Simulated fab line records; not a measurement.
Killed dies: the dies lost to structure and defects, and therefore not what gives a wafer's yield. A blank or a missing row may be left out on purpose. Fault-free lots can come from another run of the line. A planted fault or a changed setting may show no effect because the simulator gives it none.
fab line records -- flow nand_harc
[record] lots = 13, wafers = 39, last_day = 34
route steps=1302 shown A_M1@1192 A_BONDPAD@1216
lots untouched by any fault: they come from a run of this same line in which no faults occurred
start_h: hours from the record's opening day to when the first of the lot's shown wafers began -- wait_h: hours since the lot's step before -- " the same as in the row above -- L1.1+2: one row covering several wafers at once -- - no value present, or no start provided -- * or withheld: withheld -- < > ~ a bound
route shown NAME@n: names a module that has steps shown in the file, with the first one's number in the route -- usual: the fault-free wafers' mean and standard deviation -- same: alike in all rows -- chamber/n: place in a boat -- sites: the reading at each site -- _std_site: the values' standard deviation -- _edge_site: inner sites' mean taken away from outer sites' mean -- radius_mm: how far each site lies from the wafer's centre -- mask NAME#n: copy n -- behind: the most recent tool/chamber to have shaped the wafer -- hold: why the lot went on hold/how many hours it stayed there/how the hold came to an end -- device: names the non-switching transistor (n, p or np) -- end of line: tests run on the same wafers once the route is complete -- a step given without rows: its recipe and nothing more -- killed: dies lost to structure and defects at the first sort, not the wafer's yield -- map: the dies of a wafer, with x for killed, . for not killed, _ for no die there
set.NAME: setting as actually run; set.NAME@STEP: the setting as run at that earlier step -- model.NAME: the simulator's own value behind a step, which no gauge read
a sample of lots followed through the steps of the route, with each step as a table and each wafer as a row
services: when a tool's chamber went out of use (start_h, in hours from the record's first day, below 0 if earlier), for how many hours, and the reason
[[steps]]
[step NHARC_A_M1_PVD_21]
[recipe] target_thk_a = 300, chamber_pressure_pa = 5, power_w = 5000, substrate_temp_c = 30, time_s = 20.49, material = Cu
[usual] throttle_valve_pct = 30.1/1.1
lot.wafer,tool,chamber,start_h,wait_h,throttle_valve_pct
L746.1,pvd_sputter-01,-,-,-,30.1
L746.6,pvd_sputter-01,-,-,-,29.7
L746.5,pvd_sputter-01,-,-,-,31.3
L747.1,pvd_sputter-02,-,-,-,28.8
L747.2,pvd_sputter-02,-,-,-,31.0
L747.6,pvd_sputter-02,-,-,-,27.5
L748.2,pvd_sputter-02,-,-,-,27.3
L748.4,pvd_sputter-02,-,-,-,31.3
L748.5,pvd_sputter-02,-,-,-,29.3
L749.3,pvd_sputter-03,-,-,-,30.8
L749.1,pvd_sputter-03,-,-,-,28.5
L749.6,pvd_sputter-03,-,-,-,31.3
L752.4,pvd_sputter-02,-,-,-,31.2
L752.3,pvd_sputter-02,-,-,-,28.8
L752.5,pvd_sputter-02,-,-,-,31.1
L751.4,pvd_sputter-03,-,-,-,29.4
L751.2,pvd_sputter-03,-,-,-,29.6
L751.6,pvd_sputter-03,-,-,-,29.5
L753.2,pvd_sputter-01,-,-,-,30.0
L753.1,pvd_sputter-01,-,-,-,30.1
L753.6,pvd_sputter-01,-,-,-,30.1
L754.2,pvd_sputter-01,-,-,-,30.4
L754.1,pvd_sputter-01,-,-,-,29.9
L754.6,pvd_sputter-01,-,-,-,31.3
L755.3,pvd_sputter-01,-,-,-,31.9
L755.4,pvd_sputter-01,-,-,-,31.1
L755.5,pvd_sputter-01,-,-,-,30.0
L756.2,pvd_sputter-01,-,-,-,30.1
L756.3,pvd_sputter-01,-,-,-,30.0
L756.5,pvd_sputter-01,-,-,-,31.2
L757.2,pvd_sputter-01,-,-,-,31.7
L757.5,pvd_sputter-01,-,-,-,31.8
L757.6,pvd_sputter-01,-,-,-,31.2
L766.1,pvd_sputter-03,-,-,-,30.1
L766.4,pvd_sputter-03,-,-,-,29.9
L766.5,pvd_sputter-03,-,-,-,29.3
L769.1,pvd_sputter-02,-,-,-,28.7
L769.3,pvd_sputter-02,-,-,-,30.2
L769.5,pvd_sputter-02,-,-,-,29.8
[step NHARC_A_BONDPAD_OVL_MEAS_35]
[usual] overlay_x_nm = 0/4.9, overlay_y_nm = 0/5.5
lot.wafer,tool,chamber,start_h,wait_h,overlay_x_nm,overlay_y_nm
L746.1,overlay-01,-,525.35,-,-6,-7
L746.5,overlay-01,-,525.35,-,-5,-8
L746.6,overlay-01,-,525.35,-,-6,-8
L747.1,overlay-02,-,541.01,-,1,-7
L747.2,overlay-02,-,541.01,-,2,-6
L747.6,overlay-02,-,541.01,-,1,-7
L748.2,overlay-01,-,549.55,-,4,7
L748.4,overlay-01,-,549.55,-,4,7
L748.5,overlay-01,-,549.55,-,4,7
L749.1,overlay-01,-,565.02,-,5,-3
L749.3,overlay-01,-,565.02,-,5,-2
L749.6,overlay-01,-,565.02,-,5,-2
L752.3,overlay-01,-,580.53,-,-4,-1
L752.4,overlay-01,-,580.53,-,-4,0
L752.5,overlay-01,-,580.53,-,-4,-1
L751.2,overlay-02,-,592.57,-,4,-5
L751.4,overlay-02,-,592.57,-,4,-5
L751.6,overlay-02,-,592.57,-,4,-4
L753.1,overlay-01,-,615.04,-,5,-4
L753.2,overlay-01,-,615.04,-,4,-4
L753.6,overlay-01,-,615.04,-,4,-5
L754.1,overlay-01,-,620.17,-,3,-8
L754.2,overlay-01,-,620.17,-,3,-8
L754.6,overlay-01,-,620.17,-,2,-8
L755.3,overlay-01,-,626.82,-,4,-3
L755.4,overlay-01,-,626.82,-,4,-4
L755.5,overlay-01,-,626.82,-,4,-4
L756.2,overlay-01,-,639.00,-,-4,7
L756.3,overlay-01,-,639.00,-,-4,7
L756.5,overlay-01,-,639.00,-,-4,7
L757.2,overlay-02,-,643.92,-,-3,3
L757.5,overlay-02,-,643.92,-,-2,2
L757.6,overlay-02,-,643.92,-,-2,2
L766.1,overlay-01,-,727.92,-,1,0
L766.4,overlay-01,-,727.92,-,0,-2
L766.5,overlay-01,-,727.92,-,1,-1
L769.1,overlay-01,-,767.90,-,6,7
L769.3,overlay-01,-,767.90,-,6,7
L769.5,overlay-01,-,767.90,-,6,6
[step NHARC_A_BONDPAD_ETCH_12]
[recipe] target_depth_a = 2200, time_s = 110, chf3_flow_sccm = 50, o2_flow_sccm = 10, ar_flow_sccm = 200, rf_w = 500, bias_w = 200, chemistry = CHF3/O2
[usual] drypump_motor_current_A = 5.5/0.35, oes_product_au = 0.945/0.025, rf_fwd_power_W = 496.9/1.7, rf_vpp_V = 370/3, showerhead_plenum_p_Torr = 2.38/0.13, throttle_valve_pct = 20.571/0.0091
lot.wafer,tool,chamber,start_h,wait_h,drypump_motor_current_A,oes_product_au,rf_fwd_power_W,rf_hours_counter_h,rf_vpp_V,showerhead_plenum_p_Torr,throttle_valve_pct
L746.1,rie_diel-06,0,525.68,-,5.6,0.971,497.3,1,368,2.25,20.578
L746.5,rie_diel-06,2,525.68,-,5.6,0.953,496.5,-,368,2.25,20.557
L746.6,rie_diel-06,3,525.68,-,5.5,0.979,495.4,-,374,2.54,20.577
L747.2,rie_diel-06,0,541.32,-,5.6,0.975,498.2,2,366,2.25,20.592
L747.1,rie_diel-06,2,541.32,-,5.6,0.964,498.4,2,366,2.25,20.582
L747.6,rie_diel-06,0,541.32,-,5.6,0.984,496.5,-,368,2.25,20.577
L748.2,rie_diel-01,2,549.86,-,5.4,0.924,498.0,59,368,2.23,20.567
L748.4,rie_diel-01,3,549.86,-,4.9,0.922,499.1,55,367,2.27,20.564
L748.5,rie_diel-01,1,549.86,-,6.0,0.926,498.1,-,370,2.35,20.585
L749.3,rie_diel-06,3,565.32,-,5.5,0.984,495.2,2,374,2.54,20.564
L749.1,rie_diel-06,2,565.32,-,5.6,0.978,500.0,2,366,2.25,20.556
L749.6,rie_diel-06,0,565.32,-,5.6,0.967,499.1,-,368,2.25,20.571
L752.3,rie_diel-12,2,580.83,-,5.1,0.931,497.0,18,366,2.25,20.550
L752.4,rie_diel-12,3,580.83,-,6.3,0.922,496.3,19,373,2.50,20.565
L752.5,rie_diel-12,2,580.83,-,5.1,0.927,498.7,-,368,2.25,20.579
L751.4,rie_diel-06,0,592.87,-,5.6,0.921,496.2,3,367,2.25,20.568
L751.2,rie_diel-06,2,592.87,-,5.6,0.920,499.5,3,366,2.25,20.579
L751.6,rie_diel-06,0,592.87,-,5.6,0.918,497.0,-,367,2.25,20.567
L753.2,rie_diel-01,0,615.37,-,5.2,0.941,501.4,17,374,2.52,20.569
L753.1,rie_diel-01,1,615.37,-,6.0,0.926,499.6,17,370,2.34,20.561
L753.6,rie_diel-01,1,615.37,-,6.1,0.925,496.3,-,369,2.34,20.565
L754.1,rie_diel-01,1,620.47,-,6.0,0.915,494.8,18,369,2.34,20.581
L754.2,rie_diel-01,0,620.47,-,5.1,0.926,499.2,18,374,2.52,20.559
L754.6,rie_diel-01,2,620.47,-,5.4,0.899,497.9,-,376,2.59,20.581
L755.3,rie_diel-06,2,627.15,-,5.6,0.929,499.3,3,366,2.25,20.571
L755.5,rie_diel-06,2,627.15,-,5.6,0.928,498.8,-,368,2.25,20.574
L755.4,rie_diel-06,0,627.15,-,5.6,0.919,495.8,-,367,2.25,20.567
L756.3,rie_diel-06,0,639.31,-,5.6,0.983,497.1,4,366,2.25,20.579
L756.2,rie_diel-06,2,639.31,-,5.7,0.963,499.0,4,368,2.25,20.579
L756.5,rie_diel-06,3,639.31,-,5.5,0.980,493.7,-,375,2.54,20.571
L757.2,rie_diel-06,3,644.24,-,5.6,0.938,496.9,4,374,2.54,20.564
L757.6,rie_diel-06,1,644.24,-,5.1,0.918,496.0,-,369,2.39,20.570
L757.5,rie_diel-06,2,644.24,-,5.6,0.942,496.1,-,366,2.25,20.568
L766.1,rie_diel-06,0,728.24,-,5.6,0.988,498.5,1,367,2.25,20.552
L766.4,rie_diel-06,1,728.24,-,5.1,0.710,294.9,1,371,2.39,20.569
L766.5,rie_diel-06,3,728.24,-,5.5,0.934,496.2,-,373,2.54,20.577
L769.3,rie_diel-01,2,768.23,-,5.4,0.946,498.7,7,374,2.57,20.573
L769.1,rie_diel-01,3,768.23,-,5.0,0.952,493.2,7,368,2.25,20.576
L769.5,rie_diel-01,3,768.23,-,5.0,0.963,496.9,-,368,2.25,20.554
[step NHARC_A_BONDPAD_DEGAS_25]
[recipe] temp_c = 300, time_s = 60
[usual] heater_power_w = 467/63
lot.wafer,tool,chamber,start_h,wait_h,heater_power_w
L746.1,pvd_sputter-02,-,526.49,-,445
L746.6,pvd_sputter-02,-,526.49,-,521
L746.5,pvd_sputter-02,-,526.49,-,446
L747.1,pvd_sputter-01,-,542.08,-,566
L747.2,pvd_sputter-01,-,542.08,-,518
L747.6,pvd_sputter-01,-,542.08,-,377
L748.2,pvd_sputter-03,-,550.64,-,492
L748.4,pvd_sputter-03,-,550.64,-,447
L748.5,pvd_sputter-03,-,550.64,-,464
L749.3,pvd_sputter-03,-,566.08,-,506
L749.1,pvd_sputter-03,-,566.08,-,411
L749.6,pvd_sputter-03,-,566.08,-,498
L752.3,pvd_sputter-01,-,581.60,-,492
L752.4,pvd_sputter-01,-,581.60,-,356
L752.5,pvd_sputter-01,-,581.60,-,566
L751.2,pvd_sputter-01,-,593.63,-,381
L751.4,pvd_sputter-01,-,593.63,-,468
L751.6,pvd_sputter-01,-,593.63,-,376
L753.1,pvd_sputter-02,-,616.15,-,531
L753.2,pvd_sputter-02,-,616.15,-,440
L753.6,pvd_sputter-02,-,616.15,-,456
L754.1,pvd_sputter-03,-,621.23,-,428
L754.2,pvd_sputter-03,-,621.23,-,488
L754.6,pvd_sputter-03,-,621.23,-,410
L755.4,pvd_sputter-01,-,627.97,-,379
L755.3,pvd_sputter-01,-,627.97,-,600
L755.5,pvd_sputter-01,-,627.97,-,608
L756.3,pvd_sputter-03,-,640.07,-,448
L756.2,pvd_sputter-03,-,640.07,-,500
L756.5,pvd_sputter-03,-,640.07,-,413
L757.2,pvd_sputter-01,-,645.00,-,592
L757.6,pvd_sputter-01,-,645.00,-,513
L757.5,pvd_sputter-01,-,645.00,-,475
L766.4,pvd_sputter-01,-,728.98,-,472
L766.1,pvd_sputter-01,-,728.98,-,396
L766.5,pvd_sputter-01,-,728.98,-,470
L769.1,pvd_sputter-03,-,769.01,-,449
L769.3,pvd_sputter-03,-,769.01,-,416
L769.5,pvd_sputter-03,-,769.01,-,446
[[services]]
tool,chamber,start_h,hours,kind
rie_diel-06,1,516.69,10.2,repair
pvd_sputter-03,-,526.03,10.0,pm
pvd_sputter-02,-,555.61,2.7,repair
rie_diel-01,-,558.53,9.0,pm
pvd_sputter-01,-,565.00,6.8,repair
pvd_sputter-01,-,582.00,10.0,pm
pvd_sputter-03,-,603.83,0.7,repair
rie_diel-12,-,622.41,9.0,pm
rie_diel-06,3,623.28,8.4,repair
pvd_sputter-02,-,638.00,10.0,pm
rie_diel-12,-,640.97,1.3,repair
rie_diel-12,0,654.26,5.0,repair
rie_diel-06,-,661.21,9.0,pm
rie_diel-06,0,670.79,7.1,repair
rie_diel-06,1,684.24,3.2,repair
pvd_sputter-03,-,704.03,10.0,pm
pvd_sputter-02,-,708.31,1.0,repair
rie_diel-01,1,720.80,17.8,repair
rie_diel-01,3,727.61,5.5,repair
rie_diel-01,-,739.32,9.0,pm
pvd_sputter-01,-,760.00,10.0,pm
rie_diel-01,1,763.29,9.9,repair
rie_diel-01,3,763.74,2.4,repair
pvd_sputter-02,-,768.01,2.0,repair
[[key]]
[first_sign] step = NHARC_A_BONDPAD_ETCH_12, reading = rf_fwd_power_W, direction = down, sigmas = 99+, usual = *, struck = *
[effect] step = NHARC_A_BONDPAD_ETCH_12, reading = oes_product_au, direction = down, sigmas = 9.3, usual = 0.945, struck = 0.710
met_at NHARC_A_BONDPAD_ETCH_12
struck_lots L766
struck_wafers L766.4
later_rows_left_out L766.4
sort_left_out L766.4
not_acting_at NHARC_A_M1_PVD_21,NHARC_A_BONDPAD_OVL_MEAS_35,NHARC_A_BONDPAD_DEGAS_25
onset_between 644.24 728.24
[fault] kind = process_parameter_drift, tool = rie_diel-06, chamber = 1, onset_h = 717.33, steps = NHARC_A_BONDPAD_ETCH_12, channel = rf_w, offset = *, shape = step, end_h = 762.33, acts_in = *, stated = *
// sort_left_out: the simulated sort isn't trusted on such a fault, so these wafers' sort isn't shown, and their yield isn't known
// later_rows_left_out: the simulator's readings of these wafers behind a module that went badly wrong aren't trusted and aren't shown, but for the sort
